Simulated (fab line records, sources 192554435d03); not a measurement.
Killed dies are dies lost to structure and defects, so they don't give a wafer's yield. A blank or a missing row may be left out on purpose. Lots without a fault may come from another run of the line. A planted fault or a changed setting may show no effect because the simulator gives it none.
One fault seen from 3 desks | flow n5_finfet | each desk has only its own numbers; what lay behind them comes last

THE METROLOGY DESK
What the gauges read, lot by lot, whatever tool the lot ran on: means of the sampled wafers that have a number. A lot is out of limits, marked OUT, if its mean lies more than 4 standard deviations from the usual mean; the brackets give that distance. Of its 12 readings 7 are shown: those that lie furthest out on some lot.
Columns: A = V1_OVL at N5_BEOL_M2_OVL_MEAS_29, usual 0.5 nm; B = DIBL_N at N5_BEOL_M4_RC_MEAS_101, usual 35.9 mV/V; C = IOFF_N at N5_BEOL_M4_RC_MEAS_101, usual 0.152 nA/um; D = IOFF_P at N5_BEOL_M4_RC_MEAS_101, usual 0.204 nA/um; E = ION_N at N5_BEOL_M4_RC_MEAS_101, usual 673 uA/um; F = SS_N at N5_BEOL_M4_RC_MEAS_101, usual 71.4 mV/dec; G = VT_N at N5_BEOL_M4_RC_MEAS_101, usual 250.3 mV
lot  | first seen here | A    | B    | C     | D     | E   | F    | G
L709 | day 7 01:33     | -0.4 | 36.0 | 0.172 | 0.237 | 680 | 72.1 | 248.4
L711 | day 7 10:02     | 1.2  | 36.1 | 0.133 | 0.183 | 665 | 70.7 | 253.3
L717 | day 9 10:32     | 0.2  | 37.8 | 0.196 | 0.223 | 682 | 71.7 | 246.6
L718 | day 9 18:11     | 0.2  | 34.4 | 0.145 | 0.206 | 674 | 71.3 | 249.7
L722 | day 10 14:38    | 0.4  | 37.0 | 0.127 | 0.165 | 660 | 71.2 | 252.6
L725 | day 10 23:05    | 0.9  | 35.3 | 0.155 | 0.217 | 678 | 71.8 | 249.8
This desk's finding: nothing out of limits on any of the 6 lots.

THE DEFECT DESK
What the inspections along the route counted, lot by lot: means of the sampled wafers that have a number. A lot is out of limits, marked OUT, if its mean lies more than 4 standard deviations from the usual mean; the brackets give that distance.
Columns: A = raw_defect_count at N5_BEOL_M2_INSPECT_30, usual 430
lot  | first seen here | A
L709 | day 7 01:38     | 481
L711 | day 7 10:07     | 466
L717 | day 9 10:37     | 421
L718 | day 9 18:17     | 485
L722 | day 10 14:43    | 536
L725 | day 10 23:10    | 445
This desk's finding: nothing out of limits on any of the 6 lots.

THE TOOL OWNER'S DESK: ald_sin-01
The tool's own readings at N5_BEOL_M2_ALD_98 (deposits SiO2, target thk 2.5 nm, pulse time 1 s, co reactant pulse time 1 s): means of the sampled wafers that have a number, for each lot that ran on this tool. A lot is out of limits, marked OUT, if its mean lies more than 4 standard deviations from the usual mean; the brackets give that distance.
Columns: A = heater_power_w at N5_BEOL_M2_ALD_98, usual 79 W; B = precursor_pulse_height_rel at N5_BEOL_M2_ALD_98, usual 1.001
lot  | first seen here | A  | B
L709 | day 7 01:52     | 76 | 1.004
L717 | day 9 10:56     | 76 | 1.008
L718 | day 9 18:34     | 76 | 1.002
This desk's finding: nothing out of limits on any of the 3 lots.

PUT TOGETHER
The metrology desk saw nothing out of limits.
The defect desk saw nothing out of limits.
The tool owner's desk saw nothing out of limits.

WHAT THE SIMULATOR HAD PUT IN
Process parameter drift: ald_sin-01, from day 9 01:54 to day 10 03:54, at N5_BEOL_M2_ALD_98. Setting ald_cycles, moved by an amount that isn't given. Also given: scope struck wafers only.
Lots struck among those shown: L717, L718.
